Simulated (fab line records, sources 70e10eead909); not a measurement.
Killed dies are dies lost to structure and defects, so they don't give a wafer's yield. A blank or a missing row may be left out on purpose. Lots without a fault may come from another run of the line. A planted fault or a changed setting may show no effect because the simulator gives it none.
Chamber matching | flow nand_harc | NHARC_A_BONDPAD_ETCH_34 on rie_diel-07: 4 sister chambers
The step etches the open film in N2/H2, target depth 60 nm, overetch 18 nm, time 65.91 s. 4 wafers are shown with their chamber, then 12 later ones without.

WAFERS WITH THEIR CHAMBER
wafer  | chamber | showerhead_plenum_p_Torr (Torr)
L086.4 | 1       | 1.96
L089.1 | 3       | 2.14
L090.2 | 2       | 1.99
L090.5 | 0       | 2.16

WAFERS WITHOUT THEIR CHAMBER
wafer  | showerhead_plenum_p_Torr (Torr)
L090.1 | 1.95
L090.3 | 2.14
L090.6 | 1.95
L094.3 | 2.14
L094.5 | 1.95
L094.6 | 2.16
L096.2 | 2.16
L096.4 | 2.14
L096.6 | 2.16
L097.4 | 2.14
L097.5 | 1.98
L097.6 | 1.95

WHICH CHAMBER EACH WENT THROUGH
wafer  | from the rows above     | in truth
L090.1 | 1                       | 1
L090.3 | 3                       | 3
L090.6 | 1                       | 1
L094.3 | 3                       | 3
L094.5 | 1                       | 1
L094.6 | 0                       | 0
L096.2 | 0                       | 0
L096.4 | 3                       | 3
L096.6 | 0                       | 0
L097.4 | 3                       | 3
L097.5 | can't be placed: 2 or 1 | 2
L097.6 | 1                       | 1
Placed correctly: 11 of 12. Can't be placed from these rows: 1 (the true chamber is among the candidates in 1). Placed wrongly: 0.
How it was worked out, from the rows above alone: a wafer's distance from a chamber is the root of the sum, over the readings, of the square of ((its reading less the chamber's mean) divided by the reading's scatter). The wafer belongs to the nearest chamber; if the next one is less than 2 further off, it can't be placed. A chamber's mean is the mean of its shown wafers. The scatter: with one shown wafer a chamber, the root of the mean of the squares of how far each hidden wafer lies from its nearest shown one.
